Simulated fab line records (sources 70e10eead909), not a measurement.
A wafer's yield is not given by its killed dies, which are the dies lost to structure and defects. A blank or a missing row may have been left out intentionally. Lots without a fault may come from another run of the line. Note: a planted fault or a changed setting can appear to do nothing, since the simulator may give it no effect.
fab line records	flow nandHarc
record: lots: 13	wafers: 38	lastDay: 34
route steps=1302 shown A_CHANNEL_FILL_D1@508 A_ONON_D2@549 END@1302
lots with no fault: from the same line, run without faults
startH: hours from the record's first day to the start of the lot's first wafer shown	waitH: hours since the lot's step before	" as in the row above	L1.1+2: several wafers, shown together as one row	- no value, or no start was given	* or withheld: withheld	< > ~ a bound
route shown NAME@n: a module of which the file shows steps, and the number in the route of the first	usual: mean and standard deviation over wafers with no fault	same: alike in all rows	chamber/n: place in a boat	sites: each site's reading	_std_site: the values' standard deviation	_edge_site: the outer-site mean with the inner-site mean subtracted	radiusMm: how far each site lies from the wafer's centre	mask NAME#n: copy n	behind: the last tool/chamber to shape the wafer	hold: why the lot went on hold/how many hours it stayed there/how the hold came to an end	device: the transistor (n, p or np) that didn't switch	end of line: tests of these same wafers at the route's end	a step given without rows: its recipe and nothing more	killed: at the first sort, the dies lost to defects and structure; wafer yield is something else	map: shows each die of a wafer: x if killed, . if not, _ if none is there
set.NAME: setting as actually run; set.NAME@STEP: the setting as run at that earlier step	model.NAME: the simulator's own value behind a step, which no gauge read
a sample of lots followed through the steps of the route, with each step as a table and each wafer as a row
services: a tool's chamber out of use, with start hour (startH, from the record's first day; less than 0 if before it), hours out, and reason
== steps ==
step: NHARC_A_CHANNEL_FILL_D1_ETCHBACK_08
recipe: targetDepthA: 2200	timeS: 110	c4f8FlowSccm: 20	arFlowSccm: withheld	rfW: 600	biasW: 300	chemistry: C4F8
usual: oesProductAu: 0.96/0.037	rfVppV: 440.0/1.9
lot.wafer	tool	chamber	startH	waitH	oesProductAu	rfHoursCounterH	rfVppV
L608.4	rieDiel-07	1	-	-	0.92	8.2	440.7
L608.2	"	2	"	"	0.93	9.2	441.7
L608.3	"	0	"	"	0.92	7.4	439.8
L607.3	rieDiel-11	1	-	-	0.92	8.7	438.7
L607.6	"	3	"	"	0.92	-	441.0
L607.5	"	0	"	"	0.93	-	443.2
L610.3	rieDiel-11	1	-	-	1.00	0.0	438.5
L610.1	"	2	"	"	1.00	0.0	436.6
L610.2	"	3	"	"	1.00	0.0	439.8
L613.2	rieDiel-02	0	-	-	0.92	3.5	440.5
L613.3	"	1	"	"	0.92	3.3	443.2
L613.5	"	3	"	"	0.93	-	438.4
L614.1	rieDiel-07	2	-	-	1.00	0.0	443.0
L614.2	"	1	"	"	1.00	0.1	439.8
L614.5	"	2	"	"	1.01	-	442.4
L615.4	rieDiel-02	0	-	-	0.91	4.7	440.5
L615.2	"	1	"	"	0.92	4.0	441.4
L615.5	"	1	"	"	0.92	-	441.6
L616.2	rieDiel-11	3	-	-	1.01	3.9	440.3
L616.4	"	0	"	"	0.99	4.1	442.7
L616.6	"	1	"	"	0.99	-	437.6
L618.4	rieDiel-11	0	-	-	1.00	5.2	443.2
L618.3	"	1	"	"	1.00	5.1	438.4
L618.6	"	3	"	"	1.00	-	439.6
L621.2	rieDiel-07	0	-	-	0.93	3.4	439.9
L621.1	"	2	"	"	0.92	3.9	440.5
L621.6	"	1	"	"	0.91	-	440.5
L623.4	rieDiel-07	1	-	-	0.92	4.9	439.9
L623.3	"	3	"	"	0.93	5.3	437.3
L623.6	"	2	"	"	0.92	-	442.1
L627.6	rieDiel-02	0	-	-	1.01	-	439.8
L627.5	"	1	"	"	0.99	-	442.6
L628.2	rieDiel-02	1	-	-	0.92	3.0	442.1
L628.3	"	3	"	"	0.93	3.3	437.1
L628.5	"	0	"	"	0.92	-	438.5
L629.2	rieDiel-07	3	-	-	1.00	9.6	440.4
L629.1	"	0	"	"	0.99	8.5	439.7
L629.5	"	3	"	"	1.00	-	440.8
step: NHARC_A_CHANNEL_FILL_D1_CMP_10
recipe: targetThkNm: 150
usual: motorCurrentA: 12.1/1.6	timeToEndpointS: 14.1/2.1
lot.wafer	tool	chamber	startH	waitH	motorCurrentA	timeToEndpointS
L608.4	cmp-01	0	259.18	0.4	11.2	14.9
L608.2	"	1	"	"	10.1	14.9
L608.3	"	2	"	"	9.4	18.4
L607.3	cmp-03	2	259.24	0.4	14.1	10.7
L607.5	"	0	"	"	12.6	12.8
L607.6	"	1	"	"	11.1	12.3
L610.3	cmp-01	2	273.62	0.4	8.6	16.9
L610.2	"	0	"	"	11.6	16.1
L610.1	"	1	"	"	10.3	15.8
L613.3	cmp-03	2	307.88	0.4	13.3	16.5
L613.2	"	3	"	"	14.8	19.2
L613.5	"	1	"	"	10.9	16.8
L614.2	cmp-02	2	315.12	0.4	13.9	14.1
L614.1	"	0	"	"	12.3	14.2
L614.5	"	1	"	"	10.8	13.2
L615.4	cmp-02	1	322.25	0.4	11.4	14.0
L615.2	"	3	"	"	10.0	12.6
L615.5	"	0	"	"	12.2	12.5
L616.2	cmp-03	1	335.19	0.4	11.0	11.3
L616.4	"	2	"	"	12.5	12.6
L616.6	"	2	"	"	13.6	12.9
L618.3	cmp-01	2	359.94	0.4	9.2	13.9
L618.4	"	3	"	"	12.6	10.1
L618.6	"	1	"	"	9.7	11.5
L621.1	cmp-03	2	388.00	0.4	13.6	13.7
L621.2	"	1	"	"	10.9	14.4
L621.6	"	3	"	"	14.0	13.0
L623.3	cmp-02	2	396.53	0.4	13.3	12.6
L623.4	"	3	"	"	10.5	13.5
L623.6	"	2	"	"	14.4	18.1
L627.6	cmp-03	3	452.71	0.5	13.6	14.9
L627.5	"	0	"	"	13.5	12.8
L628.3	cmp-03	0	462.35	0.4	13.6	16.6
L628.2	"	2	"	"	13.9	17.5
L628.5	"	3	"	"	14.6	14.8
L629.2	cmp-01	0	472.36	0.4	10.8	13.5
L629.1	"	2	"	"	8.4	10.7
L629.5	"	1	"	"	9.8	12.1
step: NHARC_A_CHANNEL_FILL_D1_INSPECT_13
usual: rawDefectCount: 304/110
lot.wafer	tool	chamber	startH	waitH	rawDefectCount
L608.2	defectInspect-01	-	259.60	0.0	239
L608.3	"	-	"	"	425
L608.4	"	-	"	"	373
L607.3	defectInspect-02	-	259.60	0.0	326
L607.5	"	-	"	"	271
L607.6	"	-	"	"	284
L610.1	defectInspect-02	-	274.03	0.0	259
L610.2	"	-	"	"	196
L610.3	"	-	"	"	215
L613.2	defectInspect-01	-	308.24	0.0	227
L613.3	"	-	"	"	229
L613.5	"	-	"	"	222
L614.1	defectInspect-01	-	315.52	0.0	257
L614.2	"	-	"	"	195
L614.5	"	-	"	"	263
L615.2	defectInspect-01	-	322.64	0.0	208
L615.4	"	-	"	"	292
L615.5	"	-	"	"	278
L616.2	defectInspect-01	-	335.61	0.0	321
L616.4	"	-	"	"	264
L616.6	"	-	"	"	365
L618.3	defectInspect-01	-	360.33	0.0	437
L618.4	"	-	"	"	317
L618.6	"	-	"	"	203
L621.1	defectInspect-01	-	388.41	0.0	280
L621.2	"	-	"	"	431
L621.6	"	-	"	"	400
L623.3	defectInspect-02	-	396.93	0.0	315
L623.4	"	-	"	"	203
L623.6	"	-	"	"	422
L627.5	defectInspect-01	-	453.03	0.0	194
L627.6	"	-	"	"	224
L628.2	defectInspect-01	-	462.74	0.0	260
L628.3	"	-	"	"	214
L628.5	"	-	"	"	185
L629.1	defectInspect-02	-	472.77	0.0	202
L629.2	"	-	"	"	411
L629.5	"	-	"	"	324
step: NHARC_A_ONON_D2_DEP_06
recipe: targetThkA: 10000	n2FlowSccm: 2750	n2oFlowSccm: 2000	nh3FlowSccm: 500	sih4FlowSccm: 210	tempC: 400
lot.wafer	tool	chamber	startH	waitH
L608.2+3+4	pecvdOnon-02	0	293.78	0.1
L607.3+5+6	pecvdOnon-03	0	293.85	0.2
L610.1+2+3	pecvdOnon-01	0	308.81	0.1
L613.2+3+5	pecvdOnon-01	0	341.98	0.1
L614.1+2+5	pecvdOnon-01	0	349.08	0.1
L615.2+4+5	pecvdOnon-03	0	356.03	0.1
L616.2+4+6	pecvdOnon-02	0	381.23	0.1
L618.3+4+6	pecvdOnon-01	0	395.27	0.2
L621.1+2+6	pecvdOnon-01	0	423.76	0.1
L623.3+4+6	pecvdOnon-03	0	435.56	0.2
L627.5+6	pecvdOnon-01	0	491.76	0.3
L628.2+3+5	pecvdOnon-01	0	500.77	0.1
L629.1+2+5	pecvdOnon-03	0	518.17	0.1
step: NHARC_A_ONON_D2_THK_MEAS_08
recipe: thkMeasGauge: ellipsometry
usual: thkNm: 1001/8.1
lot.wafer	tool	chamber	startH	waitH	thkNm
L608.2	filmMetro-01	-	294.24	-	998
L608.3	"	-	"	"	996
L608.4	"	-	"	"	995
L607.3	filmMetro-02	-	294.24	-	1005
L607.5	"	-	"	"	1006
L607.6	"	-	"	"	1005
L610.1	filmMetro-01	-	309.32	-	1001
L610.2	"	-	"	"	998
L610.3	"	-	"	"	999
L613.2	filmMetro-01	-	342.43	-	1003
L613.3	"	-	"	"	1002
L613.5	"	-	"	"	1002
L614.1	filmMetro-02	-	349.60	-	1018
L614.2	"	-	"	"	1019
L614.5	"	-	"	"	1020
L615.2	filmMetro-01	-	356.48	-	994
L615.4	"	-	"	"	992
L615.5	"	-	"	"	993
L616.2	filmMetro-01	-	381.69	-	997
L616.4	"	-	"	"	997
L616.6	"	-	"	"	992
L618.3	filmMetro-02	-	395.66	-	1002
L618.4	"	-	"	"	1005
L618.6	"	-	"	"	1005
L621.1	filmMetro-01	-	424.28	-	992
L621.2	"	-	"	"	994
L621.6	"	-	"	"	995
L623.3	filmMetro-02	-	435.96	-	990
L623.4	"	-	"	"	989
L623.6	"	-	"	"	990
L627.5	filmMetro-01	-	492.04	-	1703
L627.6	"	-	"	"	1701
L628.2	filmMetro-01	-	501.22	-	1000
L628.3	"	-	"	"	1000
L628.5	"	-	"	"	1706
L629.1	filmMetro-02	-	518.69	-	994
L629.2	"	-	"	"	993
L629.5	"	-	"	"	992
step: NHARC_END_SORT_01
recipe: tempC: 25
usual: killedAtArray: 58/20	killedAtOther: 0.9/1.4	killedAtPeriphery: 4/3.1	killedDies: 63/20	killedOpen: 3.3/1.8	killedShort: 2.4/1.5
same: grossDies: 677
lot.wafer	tool	chamber	startH	waitH	killedAtArray	killedAtOther	killedAtPeriphery	killedDies	killedOpen	killedShort
L607.3	prober-01	0	594.89	3.1	41	0	5	46	5	3
L607.5	prober-01	0	596.48	3.7	40	0	7	47	6	2
L607.6	prober-01	0	597.28	4.0	48	1	6	55	2	3
L618.3	prober-02	0	689.32	3.1	51	1	4	56	5	3
L618.4	prober-02	0	690.11	3.4	69	1	3	73	4	4
L618.6	prober-02	0	691.71	4.0	72	1	7	80	6	4
L621.1	prober-02	0	722.66	2.5	52	0	4	56	4	2
L621.2	prober-02	0	723.47	2.8	80	0	3	83	6	5
L621.6	prober-02	0	726.69	4.0	77	2	0	79	5	2
L623.3	prober-02	0	732.15	3.1	67	1	7	75	4	4
L623.4	prober-02	0	732.97	3.5	67	1	3	71	1	2
L623.6	prober-02	0	734.60	4.1	47	0	6	53	4	3
L627.5	prober-01	0	799.99	3.7	676	0	1	677	2	4
L627.6	prober-01	0	800.80	4.0	677	0	0	677	1	3
L628.2	prober-02	0	805.29	2.8	26	2	0	28	4	4
L628.3	prober-02	0	806.10	3.1	40	1	3	44	1	4
L628.5	prober-02	0	807.72	3.7	674	1	2	677	1	1
killed by level:class
L607.3 A_SLIT:chamberFilmFlake=17 A_CHANNEL_HOLE_D2:chamberFilmFlake=6 A_BONDPAD:chamberFilmFlake=5 P_GATE:chamberFilmFlake=4 A_CONTACT:chamberFilmFlake=3 A_SOURCE_PLATE:geometricParticle:short=1 A_CHANNEL_HOLE_D1:geometricParticle:open=1 A_CHANNEL_HOLE_D2:geometricParticle:open=1
L607.5 A_SLIT:chamberFilmFlake=14 A_CHANNEL_HOLE_D2:chamberFilmFlake=7 P_GATE:chamberFilmFlake=4 A_BONDPAD:chamberFilmFlake=4 A_DECK1_JOINT:chamberFilmFlake=2 A_STAIRCASE:chamberFilmFlake=2 A_CONTACT:chamberFilmFlake=2 P_GATE:geometricParticle:short=1
L607.6 A_SLIT:chamberFilmFlake=28 A_CHANNEL_HOLE_D2:chamberFilmFlake=8 A_STAIRCASE:chamberFilmFlake=3 A_BONDPAD:chamberFilmFlake=3 P_M0:geometricParticle:open=2 P_GATE:chamberFilmFlake=2 A_CONTACT:chamberFilmFlake=2 P_GATE:geometricParticle:short=1
L618.3 A_CHANNEL_HOLE_D1:chamberFilmFlake=25 A_CHANNEL_HOLE_D2:chamberFilmFlake=10 A_SLIT:chamberFilmFlake=3 A_CHANNEL_FILL_D2:geometricParticle:open=2 P_BONDPAD:chamberFilmFlake=2 A_STAIRCASE:chamberFilmFlake=2 A_WL_FILL:chamberFilmFlake=2 P_GATE:geometricParticle:short=1
L618.4 A_CHANNEL_HOLE_D1:chamberFilmFlake=32 A_CHANNEL_HOLE_D2:chamberFilmFlake=19 P_BONDPAD:chamberFilmFlake=3 A_STAIRCASE:chamberFilmFlake=3 A_SLIT:chamberFilmFlake=3 A_ZERO_WELL:chamberFilmFlake=2 A_CHANNEL_FILL_D1:geometricParticle:short=1 A_DECK1_JOINT:geometricParticle:short=1
L618.6 A_CHANNEL_HOLE_D1:chamberFilmFlake=36 A_CHANNEL_HOLE_D2:chamberFilmFlake=23 P_BONDPAD:chamberFilmFlake=4 A_CHANNEL_FILL_D1:geometricParticle:open=2 P_CONTACT:geometricParticle:open=1 A_ONON_D1:geometricParticle:short=1 A_CHANNEL_HOLE_D1:geometricParticle:short=1 A_DECK1_JOINT:geometricParticle:open=1
L621.1 A_CHANNEL_HOLE_D1:chamberFilmFlake=28 A_CHANNEL_HOLE_D2:chamberFilmFlake=10 A_SLIT:chamberFilmFlake=3 A_DECK1_JOINT:chamberFilmFlake=3 P_CONTACT:geometricParticle:open=2 A_ONON_D1:geometricParticle:open=2 P_ZERO_WELL:chamberFilmFlake=2 A_CONTACT:chamberFilmFlake=2
L621.2 A_CHANNEL_HOLE_D1:chamberFilmFlake=36 A_CHANNEL_HOLE_D2:chamberFilmFlake=19 A_CONTACT:chamberFilmFlake=4 P_ZERO_WELL:chamberFilmFlake=3 A_DECK1_JOINT:chamberFilmFlake=3 A_STAIRCASE:chamberFilmFlake=3 A_CHANNEL_FILL_D2:geometricParticle:open=2 A_SLIT:chamberFilmFlake=2
L621.6 A_CHANNEL_HOLE_D1:chamberFilmFlake=37 A_CHANNEL_HOLE_D2:chamberFilmFlake=23 A_SLIT:chamberFilmFlake=4 A_CONTACT:chamberFilmFlake=3 A_M1:geometricParticle:open=2 A_SOURCE_PLATE:geometricParticle:short=1 A_ONON_D2:geometricParticle:short=1 A_SGD_CUT:geometricParticle:open=1
L623.3 A_SLIT:chamberFilmFlake=22 A_CHANNEL_HOLE_D2:chamberFilmFlake=18 A_CHANNEL_HOLE_D1:chamberFilmFlake=7 P_GATE:chamberFilmFlake=4 A_CONTACT:chamberFilmFlake=4 A_BLC:chamberFilmFlake=3 A_CHANNEL_FILL_D2:geometricParticle:open=2 A_M1:geometricParticle:short=2
L623.4 A_SLIT:chamberFilmFlake=31 A_CHANNEL_HOLE_D2:chamberFilmFlake=16 A_CONTACT:chamberFilmFlake=5 A_CHANNEL_HOLE_D1:chamberFilmFlake=4 A_BLC:chamberFilmFlake=3 P_GATE:chamberFilmFlake=2 A_STAIRCASE:chamberFilmFlake=2 P_M0:geometricParticle:open=1
L623.6 A_SLIT:chamberFilmFlake=16 A_CHANNEL_HOLE_D2:chamberFilmFlake=6 A_CHANNEL_HOLE_D1:chamberFilmFlake=5 A_CONTACT:chamberFilmFlake=5 A_STAIRCASE:chamberFilmFlake=3 A_ONON_D1:geometricParticle:open=2 A_CHANNEL_FILL_D2:chamberFilmFlake=2 P_GATE:chamberFilmFlake=2
L627.5 A_ONON_D2:areaDep=632 A_SLIT:chamberFilmFlake=19 A_CONTACT:chamberFilmFlake=9 A_SGD_CUT:chamberFilmFlake=6 A_ONON_D1:geometricParticle:short=1 A_CHANNEL_HOLE_D1:geometricParticle:short=1 A_CHANNEL_FILL_D1:geometricParticle:short=1 A_DECK1_JOINT:geometricParticle:open=1
L627.6 A_ONON_D2:areaDep=623 A_SLIT:chamberFilmFlake=37 A_SGD_CUT:chamberFilmFlake=6 A_CONTACT:chamberFilmFlake=4 A_ONON_D2:geometricParticle:short=1 A_CHANNEL_HOLE_D2:geometricParticle:short=1 A_CHANNEL_FILL_D2:geometricParticle:short=1 A_SGD_CUT:geometricParticle:open=1
L628.2 A_SLIT:chamberFilmFlake=12 A_CHANNEL_FILL_D1:geometricParticle:short=2 A_WL_FILL:chamberFilmFlake=2 THIN_TSV:chamberFilmFlake=2 A_ONON_D1:geometricParticle:open=1 A_CHANNEL_FILL_D2:geometricParticle:open=1 A_WL_FILL:geometricParticle:short=1 A_CONTACT:geometricParticle:open=1
L628.3 A_SLIT:chamberFilmFlake=28 A_CONTACT:chamberFilmFlake=5 A_WL_FILL:chamberFilmFlake=3 P_STI:chamberFilmFlake=2 P_M0:geometricParticle:short=1 A_ONON_D1:geometricParticle:open=1 A_DECK1_JOINT:geometricParticle:short=1 A_SGD_CUT:geometricParticle:short=1
L628.5 A_ONON_D2:areaDep=629 A_SLIT:chamberFilmFlake=35 A_CONTACT:chamberFilmFlake=3 P_STI:chamberFilmFlake=2 A_CHANNEL_HOLE_D2:chamberFilmFlake=2 A_WL_FILL:chamberFilmFlake=2 A_DECK1_JOINT:geometricParticle:short=1 A_BLC:geometricParticle:open=1
== services ==
tool	chamber	startH	hours	kind
cmp-01	-	231.52	2.9	repair
pecvdOnon-03	-	232.75	13.0	pm
rieDiel-11	-	255.53	9.0	pm
cmp-03	-	261.46	4.0	pm
pecvdOnon-01	-	269.00	13.0	pm
cmp-03	-	274.00	4.6	repair
rieDiel-07	-	275.61	1.0	repair
cmp-01	-	283.77	4.0	pm
rieDiel-07	-	295.85	9.0	pm
pecvdOnon-03	-	304.18	1.9	repair
rieDiel-07	0	314.25	5.3	repair
cmp-03	-	333.92	0.6	repair
cmp-03	-	349.65	2.6	repair
rieDiel-11	3	356.80	1.9	repair
cmp-03	-	359.46	4.0	pm
rieDiel-11	1	367.81	15.2	repair
cmp-01	-	377.09	1.1	repair
cmp-03	-	399.55	2.5	repair
cmp-03	-	405.62	3.5	repair
cmp-03	-	428.19	1.3	repair
pecvdOnon-01	-	450.00	13.0	pm
cmp-03	-	457.53	4.0	pm
rieDiel-07	-	472.85	9.0	pm
rieDiel-07	-	511.40	1.1	repair
== key ==
firstSign: step: NHARC_A_ONON_D2_THK_MEAS_08	reading: thkNm	direction: up	sigmas: 87	usual: 1001	struck: 1704
effect: step: NHARC_END_SORT_01	reading: killedAtArray	direction: up	sigmas: 32	usual: 58	struck: 676
moreKillsBornAt: NHARC_A_ONON_D2_DEP_06@pecvdOnon-01: 1884
metAt NHARC_A_ONON_D2_DEP_06
struckLots L627,L628
struckWafers L627.5,L627.6,L628.5
laterRowsLeftOut L627.5,L627.6,L628.5
testerLeftOut L627,L628
notActingAt NHARC_A_CHANNEL_FILL_D1_ETCHBACK_08,NHARC_A_CHANNEL_FILL_D1_CMP_10,NHARC_A_CHANNEL_FILL_D1_INSPECT_13
onsetBetween 423.76 491.76
fault: kind: processParameterDrift	tool: pecvdOnon-01	chamber: -	onsetH: 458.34	steps: NHARC_A_ONON_D2_DEP_06	channel: targetThkA	offset: *	shape: step	endH: 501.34	scope: struckWafersOnly	actsIn: *	stated: *
testerLeftOut: of these lots the tester's yield and bins aren't shown, on N5 and GAA mostly nor the transistor test; their killed dies are dies lost to structure and defects alone, not to doping, threshold or leakage, so they don't give the yield
laterRowsLeftOut: the simulator's readings of these wafers behind a module that went badly wrong aren't trusted and aren't shown, but for the sort
